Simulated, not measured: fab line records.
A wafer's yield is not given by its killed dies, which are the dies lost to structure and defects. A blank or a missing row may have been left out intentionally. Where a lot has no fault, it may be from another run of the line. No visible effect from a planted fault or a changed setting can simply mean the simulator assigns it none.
Chamber matching | flow nand-harc | 4 sister chambers for NHARC_P_M0_STRIP_18 on rie-diel-11
The step strips in N2/H2. 4 wafers are shown with their chamber, then 8 later ones without.

== WAFERS, EACH WITH ITS CHAMBER ==
wafer  | chamber | drypump-motor-current-A (A)
L088.2 | 2       | 6.2
L088.3 | 1       | 5.0
L088.4 | 0       | 4.7
L091.1 | 3       | 5.7

== WAFERS WHOSE CHAMBER IS MISSING ==
wafer  | drypump-motor-current-A (A)
L091.3 | 6.2
L091.4 | 5.0
L092.1 | 5.6
L092.2 | 5.0
L092.5 | 4.7
L097.3 | 4.7
L097.5 | 4.7
L097.6 | 5.0

== WHICH CHAMBER EACH ONE RAN IN ==
wafer  | from the rows above | in truth
L091.3 | 2                   | 2
L091.4 | 1                   | 1
L092.1 | 3                   | 3
L092.2 | 1                   | 1
L092.5 | 0                   | 0
L097.3 | 0                   | 0
L097.5 | 0                   | 0
L097.6 | 1                   | 1
8 of 8 placed correctly. Can't be placed from these rows: 0. Wrongly placed: 0.
How it was worked out, from the rows above alone: a wafer's distance from a chamber is the root of the sum, over the readings, of the square of ((its reading less the chamber's mean) divided by the reading's scatter). If the next closest chamber is less than 2 further off than the closest, the wafer can't be placed; otherwise it belongs to the closest. The mean given for a chamber averages the wafers shown for that chamber. The scatter: root of mean squared gap, hidden wafer to nearest shown wafer, with one shown wafer a chamber.
